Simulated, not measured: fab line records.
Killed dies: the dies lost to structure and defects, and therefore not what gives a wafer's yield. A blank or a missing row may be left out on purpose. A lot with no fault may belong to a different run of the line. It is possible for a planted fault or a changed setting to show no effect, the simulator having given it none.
A struck lot beside a sound one ; flow n5-finfet ; 17 steps out of a route of 1938
Sound: wafers L261.1, L261.3, L261.4. Wafers struck: L271.2, L271.3, L271.6. The cause is named last.
Order at every step that has rows: each side's tool, ch and its chambers, its first start. Under that, the readings that differ: sound wafers ; struck wafers ; difference of the means ; sigmas: that difference in standard deviations of wafers without a fault.
alike: readings with means less than 2 such deviations apart, plus words and numbers identical on both sides. not compared: withheld readings, readings lacking a value on some wafer, bounds such as >300 that could conceal the same value, and numbers that have no deviation in the record and whose values overlap.
The two part at a step that has a row with sigmas, a row that says differs or no value, or rows on one side only. When numbers do not overlap yet have no deviation, they are printed without sigmas and do not part them. Lack of a reading on every wafer of one side parts them only where that side has two or more wafers.

first, 2 steps without rows for these wafers: N5_HKMG_FIN_COAT_66 (time 60 s, resist thk 300 nm); N5_HKMG_FIN_ETCH_67 (etches SOC in N2/H2, stops on TiN, target depth 388.9 nm).
N5_HKMG_FIN_STRIP_90: strips SOC in N2/H2, time 20 s.
  sound on rie-diel-01 ch 0,1,3, day 6 23:13; struck on rie-diel-01 ch 2,3, day 9 10:36
  alike: drypump-motor-current-A, n2-flow-sccm, oes-product-au, rf-vpp-V, showerhead-plenum-p-Torr, throttle-valve-pct
  not compared: rf-hours-counter-h
then, 3 steps without rows for these wafers: N5_HKMG_FIN_WET_ETCH_73 (etches the open film in SC1, time 42.3 s, target depth 1.3 nm, rinse time 30 s); N5_HKMG_FIN_ETCHBACK_68 (etches the open film in Cl2/Ar, stops on HfO2, target depth 0.5 nm); N5_HKMG_FIN_STRIP_69 (strips in N2/H2, time 360 s).
N5_HKMG_FIN_ALD_21: deposits TiN, target thk 1.5 nm, pulse time 1 s, purge time 3 s.
  sound on ald-metal-02 ch 1,2,3, day 6 23:56; struck on ald-metal-01 ch 0,1,2, day 9 11:17
  alike: heater-power-w, precursor-pulse-height-rel
N5_HKMG_FIN_ALD_72: deposits W, target thk 2 nm, pulse time 1 s, purge time 2 s.
  sound on cvd-w-01 ch 0,1, day 7 00:17; struck on cvd-w-01 ch 1, day 9 11:39
  alike: heater-power-w, precursor-pulse-height-rel
N5_HKMG_FIN_W_FILL_22: material W, target thk 60 nm, time 18.2 s.
  sound on cvd-w-01 ch 0,1, day 7 00:21; struck on cvd-w-01 ch 1, day 9 11:43
  alike: heater-power-w, throttle-valve-pct
then, 3 steps without rows for these wafers: N5_HKMG_FIN_PRECLEAN_83 (cleans in DIW, time 57.5 s); N5_HKMG_FIN_SRD_84 (dry time 32 s); N5_HKMG_FIN_CMP_23 (polishes, stops on SiNx, t overpolish 10 s, target thk 46.326 nm).
N5_HKMG_FIN_CMP_94: polishes, stops on SiNx, t overpolish 4.7 s, target thk 43.299 nm.
  sound on cmp-01 ch 1,2,3, day 7 00:56; struck on cmp-03 ch 1,2,3, day 9 12:22
  alike: motor-current-A, platen-rpm, slurry-flow-ml-min
N5_HKMG_FIN_INSPECT_28: inspects for defects (darkfield).
  sound: defect-inspect-02 at day 7 01:10; struck: defect-inspect-02 at day 9 12:32
reading;sound;struck;difference;sigmas
raw-defect-count;38 44 50;335 250 245;+233;+18
N5_GATE_CUT_ETCHBACK_00: etches W in SF6/Cl2.
  sound on rie-metal-02 ch 0,1, day 7 01:13; struck on rie-metal-03 ch 0,1, day 9 12:34
  alike: SF6_flow_sccm, drypump-motor-current-A, oes-product-au, throttle-valve-pct
  not compared: rf-hours-counter-h
-- a jump in the record: the struck wafers' starts before and after are 3 days apart (it breaks off in module GATE_CUT and resumes in module BEOL_M4, where the first step shown is number 1111 of the route) --
N5_BEOL_M4_RC_MEAS_101:
  sound on prober-02 ch 0, day 10 09:59; struck on prober-02 ch 0, day 12 20:27
  alike: DIBL_N, DIBL_P, IOFF_N, IOFF_P, ION_N, ION_P, SS_N, SS_P, VT_N, VT_P
-- record jumps: 4 days separate the struck wafers' starts on either side; left off in module BEOL_M4, taken up again in module PASSIVATION, whose first shown step is the route's number 1936 --
N5_PASSIVATION_PROBE_49:
  only the struck wafers here have rows in the record (prober-01, day 17 03:55); the sound ones have none

## WHERE THEY PART
First at N5_HKMG_FIN_INSPECT_28; last, within this record, at N5_PASSIVATION_PROBE_49.

WHY: the cause the simulator had injected
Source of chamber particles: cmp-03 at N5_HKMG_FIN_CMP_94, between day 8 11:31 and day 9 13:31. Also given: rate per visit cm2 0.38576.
